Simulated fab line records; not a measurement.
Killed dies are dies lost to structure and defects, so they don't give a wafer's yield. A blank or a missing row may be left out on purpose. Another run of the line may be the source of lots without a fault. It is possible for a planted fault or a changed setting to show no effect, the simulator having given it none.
fab line records / flow nandHarc / part 2 of 2: steps 31 to 38 of 38
[record] lots = 5 wafers = 15 lastDay = 23
route steps=1159 shown P_GATE@209 P_CONTACT@217
lots that met no fault: taken from a fault-free run of the same line
startH: hours from the record's opening day to when the first of the lot's shown wafers began / waitH: how many hours have passed since the lot's step before this one / " unchanged from the row above / L1.1+2: a row that stands for several wafers / - no value, or no start given / * or withheld: withheld / < > ~ a bound
route shown NAME@n: names a module that has steps shown in the file, with the first one's number in the route / usual: mean and standard deviation over wafers with no fault / same: alike in all rows / chamber/n: place in a boat / sites: readings site by site / _std_site: the standard deviation of these / _edge_site: the outer-site mean with the inner-site mean subtracted / radiusMm: for every site, how far away it sits from the centre of the wafer / mask NAME#n: copy n / behind: the last tool/chamber to shape the wafer / hold: why the lot went on hold/how many hours it stayed there/how the hold came to an end / device: whichever transistor did not switch (one of n, p or np) / end of line: tests of these same wafers at the route's end / a step without rows: its recipe alone / killed: not the wafer's yield, but the dies lost to structure and defects at the first sort / map: the dies of a wafer, with x for killed, . for not killed, _ for no die there
set.NAME: the run value of the setting; set.NAME@STEP: its run value at that earlier step / model.NAME: the simulator's own value behind a step, which no gauge read
lots seen at some steps along the route; tables by step, rows by wafer
services: a tool's chamber out of use, with start hour (startH, from the record's first day; less than 0 if before it), hours out, and reason
[[steps]]
[step NHARC_P_CONTACT_ETCH_31]
[recipe] targetDepthA = 300 timeS = 85.7 ionEnergyEv = 120 overEtchFrac = 1 ch3fFlowSccm = 50 o2FlowSccm = 30 arFlowSccm = 200 rfW = 500 biasW = 100 chemistry = CH3F/O2
[usual] drypumpMotorCurrentA = 5.7/0.41 oesProductAu = 0.978/0.0097 rfVppV = 244.5/1.6 showerheadPlenumPTorr = 2.47/0.11 throttleValvePct = 20.663/0.0089
lot.wafer=L080.4 tool=rieDiel-02 chamber=3 startH=- waitH=- drypumpMotorCurrentA=5.0 oesProductAu=0.984 rfHoursCounterH=57 rfVppV=244.3 showerheadPlenumPTorr=2.37 throttleValvePct=20.646
lot.wafer=L080.1 tool=rieDiel-02 chamber=1 startH=- waitH=- drypumpMotorCurrentA=5.4 oesProductAu=0.995 rfHoursCounterH=55 rfVppV=242.6 showerheadPlenumPTorr=2.33 throttleValvePct=20.672
lot.wafer=L080.5 tool=rieDiel-02 chamber=0 startH=- waitH=- drypumpMotorCurrentA=5.9 oesProductAu=0.972 rfHoursCounterH=- rfVppV=244.3 showerheadPlenumPTorr=2.42 throttleValvePct=20.657
lot.wafer=L083.3 tool=rieDiel-12 chamber=0 startH=- waitH=- drypumpMotorCurrentA=5.7 oesProductAu=0.982 rfHoursCounterH=15 rfVppV=244.2 showerheadPlenumPTorr=2.54 throttleValvePct=20.677
lot.wafer=L083.4 tool=rieDiel-12 chamber=0 startH=- waitH=- drypumpMotorCurrentA=5.7 oesProductAu=0.994 rfHoursCounterH=- rfVppV=243.9 showerheadPlenumPTorr=2.54 throttleValvePct=20.667
lot.wafer=L083.6 tool=rieDiel-12 chamber=1 startH=- waitH=- drypumpMotorCurrentA=5.6 oesProductAu=0.986 rfHoursCounterH=- rfVppV=245.4 showerheadPlenumPTorr=2.58 throttleValvePct=20.674
lot.wafer=L084.2 tool=rieDiel-01 chamber=1 startH=- waitH=- drypumpMotorCurrentA=6.2 oesProductAu=0.984 rfHoursCounterH=2 rfVppV=247.2 showerheadPlenumPTorr=2.64 throttleValvePct=20.663
lot.wafer=L084.1 tool=rieDiel-01 chamber=2 startH=- waitH=- drypumpMotorCurrentA=6.2 oesProductAu=0.977 rfHoursCounterH=2 rfVppV=246.3 showerheadPlenumPTorr=2.61 throttleValvePct=20.684
lot.wafer=L084.4 tool=rieDiel-01 chamber=0 startH=- waitH=- drypumpMotorCurrentA=5.4 oesProductAu=0.977 rfHoursCounterH=2 rfVppV=243.7 showerheadPlenumPTorr=2.44 throttleValvePct=20.684
lot.wafer=L085.3 tool=rieDiel-01 chamber=1 startH=- waitH=- drypumpMotorCurrentA=6.2 oesProductAu=0.976 rfHoursCounterH=3 rfVppV=246.5 showerheadPlenumPTorr=2.64 throttleValvePct=20.664
lot.wafer=L085.2 tool=rieDiel-01 chamber=2 startH=- waitH=- drypumpMotorCurrentA=6.1 oesProductAu=0.972 rfHoursCounterH=3 rfVppV=245.5 showerheadPlenumPTorr=2.60 throttleValvePct=20.648
lot.wafer=L085.5 tool=rieDiel-01 chamber=3 startH=- waitH=- drypumpMotorCurrentA=5.6 oesProductAu=0.975 rfHoursCounterH=- rfVppV=242.1 showerheadPlenumPTorr=2.34 throttleValvePct=20.655
lot.wafer=L090.4 tool=rieDiel-01 chamber=2 startH=- waitH=- drypumpMotorCurrentA=6.2 oesProductAu=0.958 rfHoursCounterH=6 rfVppV=246.5 showerheadPlenumPTorr=2.60 throttleValvePct=20.678
lot.wafer=L090.2 tool=rieDiel-01 chamber=1 startH=- waitH=- drypumpMotorCurrentA=6.2 oesProductAu=0.961 rfHoursCounterH=5 rfVppV=248.5 showerheadPlenumPTorr=2.64 throttleValvePct=20.654
lot.wafer=L090.6 tool=rieDiel-01 chamber=2 startH=- waitH=- drypumpMotorCurrentA=6.2 oesProductAu=0.958 rfHoursCounterH=- rfVppV=246.7 showerheadPlenumPTorr=2.60 throttleValvePct=20.642
[step NHARC_P_CONTACT_CD_MEAS_19]
[usual] cdNm = 90.2/1.1
lot.wafer=L080.1 tool=cdSem-02 chamber=- startH=134.55 waitH=- cdNm=90.0
lot.wafer=L080.4 tool=cdSem-02 chamber=- startH=134.55 waitH=- cdNm=89.5
lot.wafer=L080.5 tool=cdSem-02 chamber=- startH=134.55 waitH=- cdNm=87.8
lot.wafer=L083.3 tool=cdSem-03 chamber=- startH=170.07 waitH=- cdNm=91.0
lot.wafer=L083.4 tool=cdSem-03 chamber=- startH=170.07 waitH=- cdNm=90.3
lot.wafer=L083.6 tool=cdSem-03 chamber=- startH=170.07 waitH=- cdNm=90.0
lot.wafer=L084.1 tool=cdSem-02 chamber=- startH=173.79 waitH=- cdNm=91.3
lot.wafer=L084.2 tool=cdSem-02 chamber=- startH=173.79 waitH=- cdNm=93.2
lot.wafer=L084.4 tool=cdSem-02 chamber=- startH=173.79 waitH=- cdNm=91.8
lot.wafer=L085.2 tool=cdSem-02 chamber=- startH=176.71 waitH=- cdNm=89.3
lot.wafer=L085.3 tool=cdSem-02 chamber=- startH=176.71 waitH=- cdNm=88.6
lot.wafer=L085.5 tool=cdSem-02 chamber=- startH=176.71 waitH=- cdNm=88.9
lot.wafer=L090.2 tool=cdSem-02 chamber=- startH=204.81 waitH=- cdNm=89.8
lot.wafer=L090.4 tool=cdSem-02 chamber=- startH=204.81 waitH=- cdNm=89.4
lot.wafer=L090.6 tool=cdSem-02 chamber=- startH=204.81 waitH=- cdNm=91.0
[step NHARC_P_CONTACT_STRIP_28]
[recipe] o2FlowSccm = 500 arFlowSccm = 0 biasW = 0 chemistry = O2
[usual] drypumpMotorCurrentA = 5.6/0.43 oesProductAu = 1.001/0.0075 rfVppV = 57.7/0.87 showerheadPlenumPTorr = 3.54/0.15 throttleValvePct = 17.037/0.01
lot.wafer=L080.1 tool=rieDiel-02 chamber=1 startH=134.63 waitH=0.1 drypumpMotorCurrentA=5.4 oesProductAu=1.005 rfHoursCounterH=55 rfVppV=59.1 showerheadPlenumPTorr=3.35 throttleValvePct=17.032
lot.wafer=L080.4 tool=rieDiel-02 chamber=0 startH=134.63 waitH=0.1 drypumpMotorCurrentA=5.9 oesProductAu=1.008 rfHoursCounterH=57 rfVppV=56.7 showerheadPlenumPTorr=3.48 throttleValvePct=17.030
lot.wafer=L080.5 tool=rieDiel-02 chamber=1 startH=134.63 waitH=0.1 drypumpMotorCurrentA=5.4 oesProductAu=1.002 rfHoursCounterH=- rfVppV=56.9 showerheadPlenumPTorr=3.35 throttleValvePct=17.021
lot.wafer=L083.4 tool=rieDiel-01 chamber=1 startH=170.17 waitH=0.1 drypumpMotorCurrentA=6.2 oesProductAu=0.992 rfHoursCounterH=1 rfVppV=58.9 showerheadPlenumPTorr=3.78 throttleValvePct=17.040
lot.wafer=L083.3 tool=rieDiel-01 chamber=2 startH=170.17 waitH=0.1 drypumpMotorCurrentA=6.1 oesProductAu=0.998 rfHoursCounterH=2 rfVppV=58.1 showerheadPlenumPTorr=3.73 throttleValvePct=17.030
lot.wafer=L083.6 tool=rieDiel-01 chamber=3 startH=170.17 waitH=0.1 drypumpMotorCurrentA=5.6 oesProductAu=0.996 rfHoursCounterH=- rfVppV=56.7 showerheadPlenumPTorr=3.37 throttleValvePct=17.027
lot.wafer=L084.2 tool=rieDiel-12 chamber=2 startH=173.86 waitH=0.1 drypumpMotorCurrentA=6.1 oesProductAu=0.998 rfHoursCounterH=15 rfVppV=59.0 showerheadPlenumPTorr=3.41 throttleValvePct=17.048
lot.wafer=L084.1 tool=rieDiel-12 chamber=0 startH=173.86 waitH=0.1 drypumpMotorCurrentA=5.7 oesProductAu=1.000 rfHoursCounterH=16 rfVppV=57.9 showerheadPlenumPTorr=3.64 throttleValvePct=17.032
lot.wafer=L084.4 tool=rieDiel-12 chamber=0 startH=173.86 waitH=0.1 drypumpMotorCurrentA=5.7 oesProductAu=1.004 rfHoursCounterH=- rfVppV=58.9 showerheadPlenumPTorr=3.64 throttleValvePct=17.048
lot.wafer=L085.2 tool=rieDiel-01 chamber=3 startH=176.80 waitH=0.1 drypumpMotorCurrentA=5.6 oesProductAu=1.000 rfHoursCounterH=2 rfVppV=56.5 showerheadPlenumPTorr=3.37 throttleValvePct=17.037
lot.wafer=L085.3 tool=rieDiel-01 chamber=1 startH=176.80 waitH=0.1 drypumpMotorCurrentA=6.2 oesProductAu=0.995 rfHoursCounterH=3 rfVppV=58.6 showerheadPlenumPTorr=3.78 throttleValvePct=17.012
lot.wafer=L085.5 tool=rieDiel-01 chamber=0 startH=176.80 waitH=0.1 drypumpMotorCurrentA=5.4 oesProductAu=0.994 rfHoursCounterH=- rfVppV=58.4 showerheadPlenumPTorr=3.51 throttleValvePct=17.051
lot.wafer=L090.2 tool=rieDiel-01 chamber=2 startH=204.89 waitH=0.1 drypumpMotorCurrentA=6.2 oesProductAu=1.000 rfHoursCounterH=6 rfVppV=58.6 showerheadPlenumPTorr=3.73 throttleValvePct=17.019
lot.wafer=L090.4 tool=rieDiel-01 chamber=3 startH=204.89 waitH=0.1 drypumpMotorCurrentA=5.6 oesProductAu=1.003 rfHoursCounterH=5 rfVppV=57.4 showerheadPlenumPTorr=3.37 throttleValvePct=17.026
lot.wafer=L090.6 tool=rieDiel-01 chamber=2 startH=204.89 waitH=0.1 drypumpMotorCurrentA=6.2 oesProductAu=0.993 rfHoursCounterH=- rfVppV=59.3 showerheadPlenumPTorr=3.73 throttleValvePct=17.042
[step NHARC_P_CONTACT_STRIP_29]
[recipe] timeS = 1200 tempC = 72.5 chemistry = postEtchResidueRemover
lot.wafer=L080.4+1+5 tool=wetBench-04 chamber=6,7,1 startH=134.83 waitH=-
lot.wafer=L083.3+4+6 tool=wetBench-02 chamber=4,6,7 startH=170.34 waitH=-
lot.wafer=L084.2+1+4 tool=wetBench-04 chamber=3,5,7 startH=174.09 waitH=0.2
lot.wafer=L085.3+2+5 tool=wetBench-04 chamber=4,5,6 startH=176.98 waitH=-
lot.wafer=L090.6+2+4 tool=wetBench-04 chamber=2,3,4 startH=205.07 waitH=-
[step NHARC_P_CONTACT_DEGAS_38]
[recipe] tempC = 300 timeS = 60
[usual] heaterPowerW = 473/51
lot.wafer=L080.4 tool=pvdSputter-03 chamber=- startH=135.27 waitH=- heaterPowerW=539
lot.wafer=L080.1 tool=pvdSputter-03 chamber=- startH=135.27 waitH=- heaterPowerW=501
lot.wafer=L080.5 tool=pvdSputter-03 chamber=- startH=135.27 waitH=- heaterPowerW=556
lot.wafer=L083.4 tool=pvdSputter-03 chamber=- startH=170.78 waitH=- heaterPowerW=500
lot.wafer=L083.3 tool=pvdSputter-03 chamber=- startH=170.78 waitH=- heaterPowerW=536
lot.wafer=L083.6 tool=pvdSputter-03 chamber=- startH=170.78 waitH=- heaterPowerW=549
lot.wafer=L084.1 tool=pvdSputter-01 chamber=- startH=174.54 waitH=- heaterPowerW=451
lot.wafer=L084.2 tool=pvdSputter-01 chamber=- startH=174.54 waitH=- heaterPowerW=520
lot.wafer=L084.4 tool=pvdSputter-01 chamber=- startH=174.54 waitH=- heaterPowerW=414
lot.wafer=L085.3 tool=pvdSputter-03 chamber=- startH=177.44 waitH=- heaterPowerW=392
lot.wafer=L085.2 tool=pvdSputter-03 chamber=- startH=177.44 waitH=- heaterPowerW=545
lot.wafer=L085.5 tool=pvdSputter-03 chamber=- startH=177.44 waitH=- heaterPowerW=399
lot.wafer=L090.2 tool=pvdSputter-03 chamber=- startH=205.52 waitH=- heaterPowerW=507
lot.wafer=L090.4 tool=pvdSputter-03 chamber=- startH=205.52 waitH=- heaterPowerW=549
lot.wafer=L090.6 tool=pvdSputter-03 chamber=- startH=205.52 waitH=- heaterPowerW=548
[step NHARC_P_CONTACT_PRE_CLEAN_39]
[recipe] timeS = 19.5 biasV = 250 gas = Ar
lot.wafer=L080.1+4+5 tool=pvdSputter-03 chamber=- startH=- waitH=-
lot.wafer=L083.4+3+6 tool=pvdSputter-03 chamber=- startH=- waitH=-
lot.wafer=L084.2+1+4 tool=pvdSputter-01 chamber=- startH=- waitH=-
lot.wafer=L085.2+3+5 tool=pvdSputter-03 chamber=- startH=- waitH=-
lot.wafer=L090.2+4+6 tool=pvdSputter-03 chamber=- startH=- waitH=-
[step NHARC_P_CONTACT_PVD_32]
[recipe] targetThkA = 50 chamberPressurePa = 5 powerW = 5000 substrateTempC = 200 timeS = 17.7 material = Ti
[usual] substrateTempC = 200.01/0.16 throttleValvePct = 29.7/0.98
lot.wafer=L080.4 tool=pvdSputter-03 chamber=- startH=- waitH=- substrateTempC=200.12 throttleValvePct=29.7
lot.wafer=L080.1 tool=pvdSputter-03 chamber=- startH=- waitH=- substrateTempC=200.19 throttleValvePct=29.9
lot.wafer=L080.5 tool=pvdSputter-03 chamber=- startH=- waitH=- substrateTempC=200.03 throttleValvePct=27.9
lot.wafer=L083.3 tool=pvdSputter-03 chamber=- startH=- waitH=- substrateTempC=199.97 throttleValvePct=27.6
lot.wafer=L083.4 tool=pvdSputter-03 chamber=- startH=- waitH=- substrateTempC=199.84 throttleValvePct=29.3
lot.wafer=L083.6 tool=pvdSputter-03 chamber=- startH=- waitH=- substrateTempC=199.81 throttleValvePct=29.6
lot.wafer=L084.4 tool=pvdSputter-01 chamber=- startH=- waitH=- substrateTempC=200.22 throttleValvePct=28.8
lot.wafer=L084.1 tool=pvdSputter-01 chamber=- startH=- waitH=- substrateTempC=199.74 throttleValvePct=30.0
lot.wafer=L084.2 tool=pvdSputter-01 chamber=- startH=- waitH=- substrateTempC=200.08 throttleValvePct=30.2
lot.wafer=L085.3 tool=pvdSputter-03 chamber=- startH=- waitH=- substrateTempC=199.90 throttleValvePct=29.5
lot.wafer=L085.2 tool=pvdSputter-03 chamber=- startH=- waitH=- substrateTempC=199.96 throttleValvePct=29.9
lot.wafer=L085.5 tool=pvdSputter-03 chamber=- startH=- waitH=- substrateTempC=200.09 throttleValvePct=29.7
lot.wafer=L090.4 tool=pvdSputter-03 chamber=- startH=- waitH=- substrateTempC=200.13 throttleValvePct=29.2
lot.wafer=L090.2 tool=pvdSputter-03 chamber=- startH=- waitH=- substrateTempC=199.94 throttleValvePct=28.0
lot.wafer=L090.6 tool=pvdSputter-03 chamber=- startH=- waitH=- substrateTempC=200.27 throttleValvePct=29.5
[step NHARC_P_CONTACT_ALD_22]
[recipe] targetThkA = 30 pulseTimeS = 1 aldCycles = 150 tempC = 450 material = TiN
[usual] heaterPowerW = 1043/87 precursorPulseHeightRel = 0.998/0.017
lot.wafer=L080.1 tool=aldMetal-02 chamber=0 startH=135.51 waitH=- heaterPowerW=888 precursorPulseHeightRel=1.005 sinceWetCleanH=118
lot.wafer=L080.4 tool=aldMetal-02 chamber=1 startH=135.51 waitH=- heaterPowerW=1111 precursorPulseHeightRel=1.005 sinceWetCleanH=118
lot.wafer=L080.5 tool=aldMetal-02 chamber=0 startH=135.51 waitH=- heaterPowerW=909 precursorPulseHeightRel=0.984 sinceWetCleanH=-
lot.wafer=L083.4 tool=aldMetal-02 chamber=3 startH=171.07 waitH=- heaterPowerW=955 precursorPulseHeightRel=0.983 sinceWetCleanH=153
lot.wafer=L083.3 tool=aldMetal-02 chamber=0 startH=171.07 waitH=- heaterPowerW=921 precursorPulseHeightRel=1.007 sinceWetCleanH=153
lot.wafer=L083.6 tool=aldMetal-02 chamber=3 startH=171.07 waitH=- heaterPowerW=950 precursorPulseHeightRel=0.985 sinceWetCleanH=-
lot.wafer=L084.2 tool=aldMetal-02 chamber=3 startH=174.81 waitH=- heaterPowerW=948 precursorPulseHeightRel=1.015 sinceWetCleanH=157
lot.wafer=L084.4 tool=aldMetal-02 chamber=0 startH=174.81 waitH=- heaterPowerW=910 precursorPulseHeightRel=0.971 sinceWetCleanH=157
lot.wafer=L084.1 tool=aldMetal-02 chamber=1 startH=174.81 waitH=- heaterPowerW=1087 precursorPulseHeightRel=1.010 sinceWetCleanH=157
lot.wafer=L085.2 tool=aldMetal-01 chamber=2 startH=177.68 waitH=- heaterPowerW=1132 precursorPulseHeightRel=0.980 sinceWetCleanH=66
lot.wafer=L085.3 tool=aldMetal-01 chamber=3 startH=177.68 waitH=- heaterPowerW=1181 precursorPulseHeightRel=1.032 sinceWetCleanH=66
lot.wafer=L085.5 tool=aldMetal-01 chamber=2 startH=177.68 waitH=- heaterPowerW=1094 precursorPulseHeightRel=1.006 sinceWetCleanH=-
lot.wafer=L090.4 tool=aldMetal-01 chamber=2 startH=205.76 waitH=- heaterPowerW=1084 precursorPulseHeightRel=1.026 sinceWetCleanH=94
lot.wafer=L090.2 tool=aldMetal-01 chamber=0 startH=205.76 waitH=- heaterPowerW=1081 precursorPulseHeightRel=1.017 sinceWetCleanH=94
lot.wafer=L090.6 tool=aldMetal-01 chamber=3 startH=205.76 waitH=- heaterPowerW=1159 precursorPulseHeightRel=1.001 sinceWetCleanH=-
[[services]]
tool=rieDiel-01 chamber=0 startH=106.47 hours=9.3 kind=repair
tool=pecvd-03 chamber=- startH=111.13 hours=13.0 kind=pm
tool=lithoTrack-06 chamber=- startH=117.00 hours=7.0 kind=pm
tool=pvdSputter-01 chamber=- startH=129.11 hours=5.5 kind=repair
tool=pecvd-03 chamber=- startH=131.03 hours=1.6 kind=repair
tool=arfiScanner-03 chamber=- startH=140.00 hours=4.0 kind=pm
tool=lithoTrack-04 chamber=- startH=141.00 hours=7.0 kind=pm
tool=rieDiel-12 chamber=2 startH=141.04 hours=1.8 kind=repair
tool=cmp-04 chamber=- startH=141.94 hours=4.0 kind=pm
tool=rieDiel-01 chamber=- startH=146.07 hours=9.0 kind=pm
tool=rieDiel-02 chamber=- startH=150.92 hours=9.0 kind=pm
tool=pvdSputter-01 chamber=- startH=158.02 hours=10.0 kind=pm
tool=wetBench-04 chamber=- startH=163.20 hours=8.0 kind=pm
tool=aldMetal-02 chamber=- startH=164.03 hours=0.5 kind=repair
tool=rieDiel-12 chamber=3 startH=169.24 hours=20.2 kind=repair
tool=pecvd-04 chamber=0 startH=173.74 hours=7.8 kind=repair
tool=rieDiel-12 chamber=0 startH=175.37 hours=2.7 kind=repair
tool=cmp-04 chamber=- startH=179.44 hours=1.1 kind=repair
tool=pvdSputter-01 chamber=- startH=183.89 hours=9.4 kind=repair
tool=aldMetal-02 chamber=- startH=186.00 hours=10.0 kind=pm
tool=rieDiel-01 chamber=- startH=189.61 hours=0.3 kind=repair
tool=pecvd-04 chamber=- startH=195.22 hours=13.0 kind=pm
tool=pecvd-03 chamber=0 startH=198.01 hours=6.2 kind=repair
tool=rieDiel-12 chamber=- startH=202.43 hours=9.0 kind=pm
